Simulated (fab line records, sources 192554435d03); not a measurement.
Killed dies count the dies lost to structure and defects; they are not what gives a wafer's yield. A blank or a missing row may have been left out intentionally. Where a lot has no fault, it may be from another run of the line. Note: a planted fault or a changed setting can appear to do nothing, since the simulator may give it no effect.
Code-filled problem report in 8D (eight disciplines) form || flow n5Finfet || the parts of the form that need people (team, actions taken, sign-off) are left out

## 1. PROBLEM STATEMENT
Wafers with no fault read 6.901 s with a standard deviation of 0.0097, whereas overpolishRunS at N5_BEOL_M6_CMP_52 reads a mean of 6.255 s on 1 wafer of 1 lot. Relative to the usual mean, that is a shift of -67 standard deviations.
The step: polishes, stops on SiCOH lowk, t overpolish 6.9 s, target thk 80 nm.
First observed at day 12 10:40: wafer L995.5, on cmp-03. The record holds 32 wafers of 11 lots with a number at this step. The rule behind "out" and "out of limits": a value lying over 4 standard deviations away from the usual mean. The other wafers with a number count as sound.

## 2. WHAT IT IS, WHAT IT ISN'T
{"question": "which readings at this step", "is": "overpolishRunS, barrierFieldEndpointS", "is not": "motorCurrentA"}
{"question": "which lots", "is": "L995", "is not": "L102, L103, L104, L105, L984, L985, L987, L991, L992, L993"}
{"question": "which wafers of those lots", "is": "L995.5", "is not": "L995.6"}
{"question": "read on which tools", "is": "cmp-03", "is not": "cmp-02, cmp-04"}
{"question": "when", "is": "from day 12 10:40", "is not": "up to then (19 sound wafers); but 12 sound wafers of L102, L103, L104, L105 came after"}

## 3. THE SUSPECTS, EACH WITH WHAT RULES IT OUT
Counting: a tool at a process step up to the reading stays a suspect if it ran every lot that is out. Sound lots after the first of them don't rule it out here, since some wafers of a struck lot are sound.
- pecvd-04 at N5_BEOL_M6_PECVD_70 (deposits SiO2 from TEOS/O2, target thk 20 nm, time 22.7 s): kept. It processed L995, the lot that is out, at day 12 02:03, and its most recent sound lot before then was L993 at day 11 06:26.
- pvdSputter-01 at N5_BEOL_M6_SURFACE_TREAT_79: kept. It processed L995, the lot that is out, at day 12 09:47, and its most recent sound lot before then was L984 at day 8 14:07.
- rtpAnneal-02 at N5_BEOL_M6_ANNEAL_51 (time 90 s): kept. It processed L995, the lot that is out, at day 12 10:24, and its most recent sound lot before then was L991 at day 11 11:01.
- cmp-03 at N5_BEOL_M6_CMP_52 (polishes, stops on SiCOH lowk, t overpolish 6.9 s, target thk 80 nm): kept. It processed L995, the lot that is out, at day 12 10:40, and its most recent sound lot before then was L992 at day 11 06:58. Out on those wafers are its own readings of barrierFieldEndpointS, overpolishRunS.
- The sound lot-mates ran in chamber 1 of pecvd-04 at N5_BEOL_M6_PECVD_70, but the wafers that are out ran in chamber 0.
- The sound lot-mates ran in chamber 2 of cmp-03 at N5_BEOL_M6_CMP_52, but the wafers that are out ran in chamber 3.
Left after counting: pecvd-04 at N5_BEOL_M6_PECVD_70, pvdSputter-01 at N5_BEOL_M6_SURFACE_TREAT_79, rtpAnneal-02 at N5_BEOL_M6_ANNEAL_51, cmp-03 at N5_BEOL_M6_CMP_52.

## 4. THE CAUSE (what the simulator had put in)
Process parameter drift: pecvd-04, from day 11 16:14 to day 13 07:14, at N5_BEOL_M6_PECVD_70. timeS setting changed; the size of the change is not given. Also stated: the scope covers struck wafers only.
4 suspects survive the count, and this tool is in that group.

## 5. THE CHAIN OF EFFECTS, in route order
Each row: a reading where the mean over the struck wafers with a number is more than 3 standard deviations away from the usual. Scope: only readings with a usual standard deviation given in the record; hours: median across lots of the time from each lot's start at the first step in this table that gives one to its start at this step; sigmas: change in usual standard deviations.
{"hours": 0, "step": "N5_BEOL_M6_CMP_52", "reading": "barrierFieldEndpointS", "usual": "29.1 s", "on struck wafers": 40.6, "change": "+11.5", "sigmas": "+16"}
{"hours": 0, "step": "N5_BEOL_M6_CMP_52", "reading": "overpolishRunS", "usual": "6.901 s", "on struck wafers": 6.255, "change": -0.646, "sigmas": -67}
Here are the process steps it includes:
- N5_BEOL_M6_CMP_52: polishes, stops on SiCOH lowk, t overpolish 6.9 s, target thk 80 nm.

## 6. HOW IT WOULD HAVE BEEN CAUGHT EARLIER
The fault began at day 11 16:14; the first out-of-limits reading in this record came at day 12 10:40, 18 hours later.
Of the tool readings at N5_BEOL_M6_PECVD_70 for which the record gives a usual standard deviation, none was out on any struck wafer, so an alarm limit of 4 standard deviations on them would not have fired.
By day 12 10:40 the whole set of lots that are out, 1 in number, had already begun N5_BEOL_M6_PECVD_70 on pecvd-04. Holding the tool at that point would not have protected any of them.
